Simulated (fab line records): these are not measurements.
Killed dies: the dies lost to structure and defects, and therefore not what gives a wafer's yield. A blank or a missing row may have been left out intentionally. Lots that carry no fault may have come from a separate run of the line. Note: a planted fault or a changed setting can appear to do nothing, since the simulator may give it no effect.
Code-filled problem report in 8D (eight disciplines) form / flow n5 finfet / the parts of the form that need people (team, actions taken, sign-off) are left out

## 1. WHAT IS WRONG
Wafers without a fault read 1500.0 rpm, standard deviation 1; spin speed rpm at N5_BEOL_M3_COAT_05 reads a mean of 1288.2 rpm on 6 wafers belonging to 2 lots. So: -99 or more standard deviations from the usual mean.
The step: resist thk 30 nm.
The first sign was on wafer L254.2 at day 10 21:51, on litho track-04. The record holds 33 wafers of 11 lots with a number at this step. Rule for "out", or "out of limits": more than 4 standard deviations from the usual mean. The rest of the wafers with a number are treated as sound.

## 2. WHAT IT IS; WHAT IT IS NOT
question=which readings at this step | is=spin speed rpm | is not=-
question=which lots | is=L254, L256 | is not=L242, L244, L248, L249, L259, L260, L262, L263, L264
question=which wafers of those lots | is=all that have a number | is not=-
question=read on which tools | is=litho track-04 | is not=litho track-01, litho track-03
question=when | is=from day 10 21:51 | is not=up to then (12 sound wafers); but 15 sound wafers of L259, L260, L262, L263, L264 came after

## 3. WHAT RULES OUT EACH SUSPECT
Counting: a tool at a process step up to the reading stays a suspect if it ran every lot that is out and no sound lot after the first of them.
- pvd sputter-03 at N5_BEOL_M3_HM_DEP_02 (deposits TiN, target thk 20 nm): ruled out as a lasting fault. The sound lots L260, L262, L263 went through it after L254, its earliest lot that is out (day 10 21:43).
- litho track-04 at N5_BEOL_M3_COAT_05 (resist thk 30 nm): kept. It ran every lot that is out, first L254 (day 10 21:51), and no sound lot after that; its last sound lot up to then is L248 (day 9 13:40). Its own spin speed rpm readings are out on those wafers.
Left after counting: litho track-04 at N5_BEOL_M3_COAT_05.

## 4. THE CAUSE (what the simulator had put in)
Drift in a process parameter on litho track-04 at N5_BEOL_M3_COAT_05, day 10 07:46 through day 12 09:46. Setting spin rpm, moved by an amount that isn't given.
Counting left only this tool.

## 5. THE CHAIN OF EFFECTS, in route order
Rows list readings where the struck wafers' mean (over those with a number) sits beyond 3 standard deviations from the usual. Only readings whose record carries a usual standard deviation are examined. hours: median over the lots of the time between each lot's start at the first step of this table that gives one and its start at this step. sigmas: the change, counted in usual standard deviations.
hours=0; step=N5_BEOL_M3_COAT_05; reading=spin speed rpm; usual=1500.0 rpm; on struck wafers=1288.2; change=-211.8; sigmas=-99 or more
Process steps it contains:
- N5_BEOL_M3_COAT_05: resist thk 30 nm.
Later steps that measure or inspect, where all struck wafers having a row at the step show a number for every such reading and not one has moved that far: N5_BEOL_M4_RC_MEAS_101.

## 6. WHAT WOULD HAVE CAUGHT IT SOONER
In this record the first reading out of limits was taken at day 10 21:51, 14 hours after the fault began at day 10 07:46.
